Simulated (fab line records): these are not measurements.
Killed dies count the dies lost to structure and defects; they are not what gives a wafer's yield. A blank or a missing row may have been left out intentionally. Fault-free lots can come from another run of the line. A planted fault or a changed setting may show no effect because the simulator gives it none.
fab line records -- flow n5_finfet -- part 2 of 2: steps 20 to 26 of 26
[record] lots = 5, wafers = 15, last_day = 18
route steps=1938 shown HKMG_FIN@426
lots untouched by any fault: they come from a run of this same line in which no faults occurred
start_h: start of the lot's first displayed wafer, in hours after the record's first day -- wait_h: hours since the lot's step before -- " identical to the entry in the row above -- L1.1+2: a row that stands for several wafers -- - either no value or no given start -- * or withheld: withheld -- < > ~ a bound
route shown NAME@n: NAME is a module with steps in the file, n the number in the route of the first one -- usual: average and standard deviation across the fault-free wafers -- same: alike in all rows -- chamber/n: place in a boat -- sites: per-site readings -- _std_site: standard deviation across them -- _edge_site: the outer-site mean with the inner-site mean subtracted -- radius_mm: how far each site lies from the wafer's centre -- mask NAME#n: copy n -- behind: the last tool/chamber to shape the wafer -- hold: cause of the lot's hold/its duration in hours/its outcome -- device: the transistor (n, p or np) that didn't switch -- end of line: at the end of the route, the tests of the same wafers -- for a step that has no rows: nothing shown but its recipe -- killed: at the first sort, the dies lost to defects and structure; wafer yield is something else -- map: per-die view of a wafer (x killed, . not killed, _ where there is no die)
set.NAME: setting as actually run; set.NAME@STEP: the setting as run at that earlier step -- model.NAME: the simulator's own value behind a step, which no gauge read
lots at some steps of the route; a table a step, a row a wafer
services: when a tool's chamber went out of use (start_h, in hours from the record's first day, below 0 if earlier), for how many hours, and the reason
[[steps]]
[step N5_HKMG_FIN_STRIP_89]
[recipe] chemistry = N2/H2, material = SOC, time_s = 20, power_w = 500, temp_c = 40, pressure_mtorr = 50, rf_frequency_hz = 6e+07, bias_power_w = 8, h2_frac = 0.5, n2_flow_sccm = 300, h2_flow_sccm = 300
[usual] drypump_motor_current_A = 5.6/0.4, oes_product_au = 0.77/0.068, rf_vpp_V = 54.2/0.79, showerhead_plenum_p_Torr = 3.31/0.11, throttle_valve_pct = 18.9/0.35
lot.wafer,tool,chamber,start_h,wait_h,drypump_motor_current_A,oes_product_au,rf_hours_counter_h,rf_vpp_V,showerhead_plenum_p_Torr,throttle_valve_pct
L082.1,rie_diel-01,2,123.65,0.0,5.1,0.74,189,53.4,3.37,20.0
L082.3,rie_diel-01,1,123.65,0.0,5.8,0.79,92,54.7,3.56,19.0
L082.6,rie_diel-01,3,123.65,0.0,5.1,0.78,-,53.7,3.21,18.7
L084.2,rie_diel-04,3,136.60,0.0,5.5,0.82,134,54.9,3.22,18.8
L084.3,rie_diel-04,2,136.60,0.0,5.6,0.94,19,55.0,3.42,18.9
L084.5,rie_diel-04,0,136.60,0.0,5.9,0.78,-,53.5,3.39,19.0
L087.3,rie_diel-05,3,152.80,0.0,5.5,0.69,222,53.8,3.14,18.6
L087.5,rie_diel-05,0,152.80,0.0,5.1,0.75,-,53.1,3.22,19.1
L087.6,rie_diel-05,3,152.80,0.0,5.5,0.69,-,54.3,3.14,18.6
L089.3,rie_diel-05,3,169.61,0.0,5.5,0.68,229,54.1,3.14,18.6
L089.4,rie_diel-05,0,169.61,0.0,5.1,0.75,184,54.8,3.21,19.1
L089.5,rie_diel-05,1,169.61,0.0,6.2,0.79,-,53.3,3.33,19.1
L093.1,rie_diel-05,2,188.94,0.0,5.3,0.69,223,54.4,3.40,18.4
L093.2,rie_diel-05,0,188.94,0.0,5.1,0.74,191,53.2,3.21,19.1
L093.5,rie_diel-05,0,188.94,0.0,5.1,0.74,-,53.3,3.21,19.1
[step N5_HKMG_FIN_WET_ETCH_87]
[recipe] chemistry = SC1, target = TiN, mix = 1:2:40, temp_c = 50, time_s = 154.2, target_depth_nm = 4.7, dry = ipa_marangoni, rinse_time_s = 30, rinse_temp_c = 23
lot.wafer,tool,chamber,start_h,wait_h
L082.1+3+6,wet_bench-04,"5,6,1",123.75,0.1
L084.2+3+5,wet_bench-05,"7,0,6",136.70,0.1
L087.3+5+6,wet_bench-05,"5,7,0",152.90,0.1
L089.3+4+5,wet_bench-04,"7,4,5",169.71,0.1
L093.1+2+5,wet_bench-05,"2,1,5",189.04,0.1
[step N5_HKMG_FIN_STRIP_88]
[recipe] chemistry = N2/H2, power_w = 2500, temp_c = 300, h2_frac = 0.65, time_s = 360, pressure_mtorr = withheld, n2_flow_sccm = 1750, h2_flow_sccm = 3250
[usual] drypump_motor_current_A = 6.06/0.18, heater_power_w = 449/30
lot.wafer,tool,chamber,start_h,wait_h,drypump_motor_current_A,heater_power_w,rf_hours_counter_h
L082.1,plasma_asher-02,1,123.84,0.0,5.76,489,96
L082.3,plasma_asher-02,1,123.84,0.0,5.75,491,-
L082.6,plasma_asher-02,0,123.84,0.0,6.17,438,-
L084.2,plasma_asher-02,1,136.79,0.0,5.74,490,98
L084.3,plasma_asher-02,1,136.79,0.0,5.76,475,-
L084.5,plasma_asher-02,1,136.79,0.0,5.75,498,-
L087.3,plasma_asher-01,0,153.11,0.1,6.08,407,-
L087.5,plasma_asher-01,0,153.11,0.1,6.07,427,-
L087.6,plasma_asher-01,1,153.11,0.1,6.28,465,-
L089.3,plasma_asher-01,0,169.95,0.2,6.09,404,-
L089.4,plasma_asher-01,1,169.95,0.2,6.14,448,-
L089.5,plasma_asher-01,0,169.95,0.2,6.09,408,-
L093.1,plasma_asher-02,1,189.14,0.0,5.76,486,107
L093.2,plasma_asher-02,0,189.14,0.0,6.17,444,107
L093.5,plasma_asher-02,1,189.14,0.0,5.76,482,-
[step N5_HKMG_FIN_NWFM_ALD_20]
[recipe] material = TiAlC, target_thk_a = 20, temp_c = 300, ald_precursor_family = TiCl4, ald_co_reactant = TEA, pulse_time_s = 3, purge_time_s = 2, co_reactant_purge_time_s = 2, co_reactant_pulse_time_s = 10, ald_cycles = 7, pressure_torr = 3
[usual] heater_power_w = 494/44, precursor_pulse_height_rel = 1.000/0.019
[same] purge_time_s = 2
lot.wafer,tool,chamber,start_h,wait_h,heater_power_w,precursor_pulse_height_rel
L082.1,ald_metal-04,3,124.22,0.3,490,1.024
L082.3,ald_metal-04,2,124.22,0.3,507,1.036
L082.6,ald_metal-04,0,124.22,0.3,416,1.019
L084.2,ald_metal-03,1,137.18,0.3,472,0.990
L084.3,ald_metal-03,3,137.18,0.3,507,1.005
L084.5,ald_metal-03,3,137.18,0.3,505,1.019
L087.3,ald_metal-01,0,153.38,0.1,510,1.004
L087.5,ald_metal-01,3,153.38,0.1,443,0.995
L087.6,ald_metal-01,0,153.38,0.1,497,0.991
L089.3,ald_metal-04,3,170.21,0.1,473,1.000
L089.4,ald_metal-04,2,170.21,0.1,515,0.995
L089.5,ald_metal-04,1,170.21,0.1,568,1.023
L093.1,ald_metal-04,2,189.52,0.3,517,0.993
L093.2,ald_metal-04,1,189.52,0.3,560,0.989
L093.5,ald_metal-04,2,189.52,0.3,504,0.979
[step N5_HKMG_FIN_ALD_71]
[recipe] material = TiN, target_thk_a = 10, temp_c = 400, ald_precursor_family = TiCl4, ald_co_reactant = NH3, pulse_time_s = 1, purge_time_s = 3, co_reactant_purge_time_s = 2, co_reactant_pulse_time_s = 2, ald_cycles = 47, pressure_torr = 3
[usual] heater_power_w = 884/81, precursor_pulse_height_rel = 1.000/0.018
[same] purge_time_s = 3
lot.wafer,tool,chamber,start_h,wait_h,heater_power_w,precursor_pulse_height_rel
L082.1,ald_metal-04,3,124.32,0.0,887,1.008
L082.3,ald_metal-04,2,124.32,0.0,897,0.969
L082.6,ald_metal-04,0,124.32,0.0,742,1.010
L084.2,ald_metal-03,1,137.28,0.0,843,1.009
L084.3,ald_metal-03,3,137.28,0.0,907,1.011
L084.5,ald_metal-03,3,137.28,0.0,904,1.004
L087.3,ald_metal-01,0,153.47,0.0,914,0.994
L087.5,ald_metal-01,3,153.47,0.0,813,0.990
L087.6,ald_metal-01,0,153.47,0.0,916,1.007
L089.3,ald_metal-04,3,170.31,0.0,861,1.014
L089.4,ald_metal-04,2,170.31,0.0,914,0.988
L089.5,ald_metal-04,1,170.31,0.0,972,0.996
L093.1,ald_metal-04,2,189.62,0.0,917,0.977
L093.2,ald_metal-04,1,189.62,0.0,984,0.965
L093.5,ald_metal-04,2,189.62,0.0,913,1.013
[step N5_HKMG_FIN_COAT_66]
[recipe] resist = SOC, temp_c = 250, time_s = 60, spin_rpm = 1500, resist_thk_nm = 300
lot.wafer,tool,chamber,start_h,wait_h
L082.1+3+6,litho_track-01,0,124.60,0.2
L084.2+3+5,litho_track-01,0,137.55,0.2
L087.3+5+6,litho_track-02,0,153.76,0.2
L089.3+4+5,litho_track-01,0,170.60,0.2
L093.1+2+5,litho_track-02,0,189.89,0.2
[step N5_HKMG_FIN_ETCH_67]
[recipe] chemistry = N2/H2, target = SOC, target_depth_a = 3889, stop_on = TiN, ion_energy_ev = 100, bias_w = 61, pressure_mtorr = 30, source_w = 850, n2_flow_sccm = 200, h2_flow_sccm = 200
[usual] drypump_motor_current_A = 5.6/0.42, oes_product_au = 0.76/0.057, rf_vpp_V = 240.4/1.3, showerhead_plenum_p_Torr = 2.51/0.091, throttle_valve_pct = 17.80/0.21
lot.wafer,tool,chamber,start_h,wait_h,drypump_motor_current_A,oes_product_au,rf_hours_counter_h,rf_vpp_V,showerhead_plenum_p_Torr,throttle_valve_pct
L082.1,rie_diel-05,2,124.66,-,5.3,0.71,198,241.9,2.59,17.56
L082.3,rie_diel-05,3,124.66,-,5.5,0.69,212,236.2,2.38,17.51
L082.6,rie_diel-05,2,124.66,-,5.3,0.71,-,242.7,2.59,17.56
L084.2,rie_diel-04,1,137.61,-,6.1,0.73,166,240.0,2.44,18.03
L084.3,rie_diel-04,2,137.61,-,5.6,0.90,19,239.8,2.59,17.83
L084.5,rie_diel-04,0,137.61,-,5.8,0.78,-,241.5,2.57,17.55
L087.3,rie_diel-01,2,153.81,-,5.1,0.72,197,241.0,2.55,18.26
L087.5,rie_diel-01,3,153.81,-,5.1,0.78,-,240.3,2.42,17.69
L087.6,rie_diel-01,2,153.81,-,5.1,0.71,-,241.0,2.55,18.26
L089.3,rie_diel-05,0,170.65,-,5.2,0.73,185,239.3,2.43,17.80
L089.4,rie_diel-05,1,170.65,-,6.2,0.78,133,239.3,2.52,17.98
L089.5,rie_diel-05,2,170.65,-,5.3,0.69,-,240.8,2.58,17.61
L093.1,rie_diel-05,2,189.96,-,5.3,0.69,223,241.5,2.58,17.59
L093.2,rie_diel-05,0,189.96,-,5.1,0.73,191,239.3,2.43,17.81
L093.5,rie_diel-05,0,189.96,-,5.2,0.73,-,240.0,2.43,17.80
[[services]]
tool,chamber,start_h,hours,kind
plasma_asher-02,-,102.12,0.7,repair
arfi_scanner-02,0,106.33,-,calibration
ald_metal-04,2,111.80,4.2,repair
arfi_scanner-01,-,116.87,1.0,pm
arfi_scanner-02,-,118.79,0.4,repair
arfi_scanner-02,-,120.42,4.9,pm
arfi_scanner-03,-,124.77,0.8,pm
arfi_scanner-03,-,135.97,1.0,pm
arfi_scanner-01,0,145.48,-,calibration
plasma_asher-01,-,149.75,0.5,repair
arfi_scanner-01,-,153.05,1.0,pm
ald_metal-01,2,157.06,20.6,repair
plasma_asher-02,-,158.29,5.8,repair
arfi_scanner-02,-,161.56,7.2,repair
rie_diel-01,2,171.91,16.9,repair
arfi_scanner-01,-,176.34,1.3,repair
arfi_scanner-02,-,184.40,3.0,pm
ald_metal-04,-,187.06,0.8,repair
